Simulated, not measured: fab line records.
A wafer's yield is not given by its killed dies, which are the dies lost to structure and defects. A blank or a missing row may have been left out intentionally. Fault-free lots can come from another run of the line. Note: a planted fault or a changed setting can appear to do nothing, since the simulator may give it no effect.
A struck lot beside a sound one -- flow n5 finfet -- 15 steps out of a route of 1938
Sound: wafers L235.2, L235.3, L235.5. Struck: wafers L244.3, L244.5 (left out: L244.4, a lot-mate that was not struck); the cause follows at the end.
For every step that has rows: the tool of each side, followed by ch and its chambers, followed by its first start. Under that, the readings that differ: sound wafers -- struck wafers -- difference of the means -- sigmas: that difference in standard deviations of wafers without a fault.
alike: same words and numbers on both sides, and readings whose means sit less than 2 such deviations apart. not compared: any withheld reading, any reading some wafer has no value for, any bound like >300 that may hide the same value, and any number with overlapping values for which the record gives no deviation.
A row with sigmas, a row that says differs or no value, or rows on one side alone: a step with any of these is where the two part. Numbers that don't overlap but have no deviation are shown without sigmas and don't part them. A reading missing from all wafers of one side parts the sides only when that side holds two or more wafers.

N5_BEOL_M13_TRENCH_ETCH_34: etches SiOC in C4F8/O2/Ar, target depth 413.47 nm, time 162.6 s.
  sound on rie diel-06 ch 1,2, day 11 23:22; struck on rie diel-02 ch 0,2, day 14 04:55
reading,sound,struck,difference,sigmas
throttle valve pct (%),24.00 23.90 23.92,24.63 24.52,+0.63,+3
  alike: drypump motor current A, oes product au, rf vpp V, showerhead plenum p Torr
  not compared: rf hours counter h
then, 1 step without rows for these wafers: N5_BEOL_M13_STRIP_70 (strips in C4F8/O2/Ar).
N5_BEOL_M13_OCD_MEAS_35:
  sound on ocd-01, day 11 23:32; struck on ocd-01, day 14 05:06
  alike: trench depth nm
N5_BEOL_M13_STRIP_37: strips in N2/H2.
  sound on plasma asher-01 ch 0,1, day 11 23:35; struck on plasma asher-01 ch 0, day 14 05:09
  alike: drypump motor current A, heater power w, oes product au
  not compared: rf hours counter h
then, 3 steps without rows for these wafers: N5_BEOL_M13_ETCH_38 (etches SiCN in CF4/N2, target depth 67.5 nm, time 71.9 s); N5_BEOL_M13_PRECLEAN_39 (cleans in residue remover, time 60 s); N5_BEOL_M13_SRD_40 (time 30 s, dry time 30 s).
N5_BEOL_M13_DEGAS_41: time 60 s.
  sound on pvd sputter-03, day 12 02:56; struck on pvd sputter-01, day 14 07:00
  alike: heater power w
N5_BEOL_M13_PRE_CLEAN_42: time 30 s.
  sound on pvd sputter-03, day 12 02:58; struck on pvd sputter-01, day 14 07:02
  alike: heater power w
then, 1 step without rows for these wafers: N5_BEOL_M13_SPUTTER_43 (material TaN, target thk 15 nm, time 24.19 s).
N5_BEOL_M13_SPUTTER_44: material Ta, target thk 10 nm, time 16.13 s.
  sound on pvd sputter-03, day 12 03:05; struck on pvd sputter-01, day 14 07:10
  alike: throttle valve pct
then, 1 step without rows for these wafers: N5_BEOL_M13_SPUTTER_45 (material Cu, target thk 80 nm, time 13.33 s).
N5_BEOL_M13_ECD_47: material Cu, target thk 936 nm.
  sound on ecd cu-02 ch 0,1, day 12 03:17; struck on ecd cu-01 ch 0,1, day 14 07:24
reading,sound,struck,difference,sigmas
model.Cu_of_BEOL_M13_ECD_47.thk nm (nm),944.2 938 940.2,1744 1722,+792,
then, 1 step without rows for these wafers: N5_BEOL_M13_ANNEAL_48 (time 90 s).
N5_PASSIVATION_PROBE_49:
  rows exist in the record for the struck wafers here (prober-01, day 15 06:50), but not for the sound ones

## WHERE THEY PART
Earliest at N5_BEOL_M13_TRENCH_ETCH_34; latest, in this record, at N5_PASSIVATION_PROBE_49.

WHY: the cause the simulator had injected
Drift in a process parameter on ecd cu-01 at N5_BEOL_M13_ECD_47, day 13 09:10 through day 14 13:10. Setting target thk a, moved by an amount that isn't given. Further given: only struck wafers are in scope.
